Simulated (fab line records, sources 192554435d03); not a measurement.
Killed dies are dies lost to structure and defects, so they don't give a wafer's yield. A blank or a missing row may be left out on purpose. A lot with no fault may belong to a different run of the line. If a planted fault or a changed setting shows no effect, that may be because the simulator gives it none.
Which of the tools did it?    flow n5-finfet    12 lots, 36 wafers sampled, at 1 step of a route of 1938

WHAT THE GAUGES SHOWED, per wafer
N5_START_INSPECT_01: inspects for defects (unpatterned scan).
lot   measured     on                 raw-defect-count
L075  day 1 18:02  defect-inspect-01  4 4 6
L077  day 2 06:02  defect-inspect-02  6 2 4
L079  day 2 18:02  defect-inspect-02  4 10 5
L081  day 3 06:02  defect-inspect-02  7 5 4
L083  day 3 18:02  defect-inspect-02  6 6 4
L085  day 4 06:02  defect-inspect-01  6 10 6
L087  day 4 18:02  defect-inspect-02  10 11 12
L089  day 5 06:02  defect-inspect-02  9 8 7
L091  day 5 18:02  defect-inspect-02  4 5 7
L093  day 6 06:02  defect-inspect-02  7 9 3
L095  day 6 18:02  defect-inspect-01  3 6 5
L097  day 7 06:05  defect-inspect-01  8 4 3

WHAT TOOL EACH LOT RAN ON (gives the tool, then ch and the chambers of the sampled wafers, and finally the start)
The record holds no process step before these readings.

THE ANSWER, worked out from the rows above alone
Rule: usual is defined by the lots themselves. Put in order of their means at a reading, lots are off if they are a third of the lots or fewer, leave a main group of 4 or more, and stand apart from it by a gap of 3 or more times the standard deviation of the main group's means; of several such gaps the widest counts. Not used: any main group whose means are identical at the precision the tables above print for the reading. A lot without any number at a reading at which 4 lots or more have one is off too. Where the step has rows for the other lots, those lots are counted as sound.
No lot is off at any reading shown: from this, nothing can be told.

WHAT HAD BEEN PUT IN BY THE SIMULATOR
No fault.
